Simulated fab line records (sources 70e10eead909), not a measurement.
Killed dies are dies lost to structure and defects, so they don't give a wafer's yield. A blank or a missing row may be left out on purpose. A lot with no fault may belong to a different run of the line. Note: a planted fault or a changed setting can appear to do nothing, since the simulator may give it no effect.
Matching of chambers | flow nand_harc | pecvd-01 running NHARC_A_STAIRCASE_DEP_259: 3 sister chambers
The step deposits SiON, target thk 30 nm. 16 wafers are shown with their chamber, then 8 later ones without.

## WAFERS, EACH WITH ITS CHAMBER
wafer  | chamber | heater_power_w (W)
L078.1 | 0       | 722
L078.2 | 1       | 828
L078.6 | 0       | 767
L077.4 | 1       | 800
L077.5 | 0       | 728
L077.6 | 2       | 616
L081.2 | 1       | 742
L081.3 | 2       | 638
L081.5 | 1       | 761
L079.2 | 1       | 821
L079.4 | 2       | 570
L079.6 | 0       | 757
L083.1 | 2       | 648
L083.3 | 0       | 758
L083.5 | 0       | 758
L086.2 | 0       | 760

SIGNATURES (averages over the wafers above)
reading        | chamber 0 | chamber 1 | chamber 2 | scatter within a chamber
heater_power_w | 750.00    | 790.40    | 618.00    | 29.2
Rule: a wafer's distance from a chamber is the root of the sum, over the readings, of the square of ((its reading less the chamber's mean) divided by the reading's scatter). The wafer belongs to the nearest chamber; if the next one is less than 2 further off, it can't be placed. The scatter is the square root of a quotient: the sum, over the shown wafers, of each reading's squared deviation from its chamber's mean, divided by wafers minus chambers.

## WAFERS WITH NO CHAMBER GIVEN
wafer  | heater_power_w (W)
L086.4 | 747
L086.5 | 621
L085.1 | 746
L085.3 | 817
L085.5 | 809
L095.2 | 767
L095.4 | 587
L095.6 | 791

## WHICH CHAMBER EACH WENT THROUGH
wafer  | from the rows above     | in truth
L086.4 | can't be placed: 0 or 1 | 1
L086.5 | 2                       | 2
L085.1 | can't be placed: 0 or 1 | 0
L085.3 | can't be placed: 1 or 0 | 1
L085.5 | can't be placed: 1 or 0 | 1
L095.2 | can't be placed: 0 or 1 | 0
L095.4 | 2                       | 2
L095.6 | can't be placed: 1 or 0 | 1
2 of 8 placed correctly. Unplaceable from these rows: 6, with the true chamber sitting among the candidates in 6. Wrongly placed: 0.
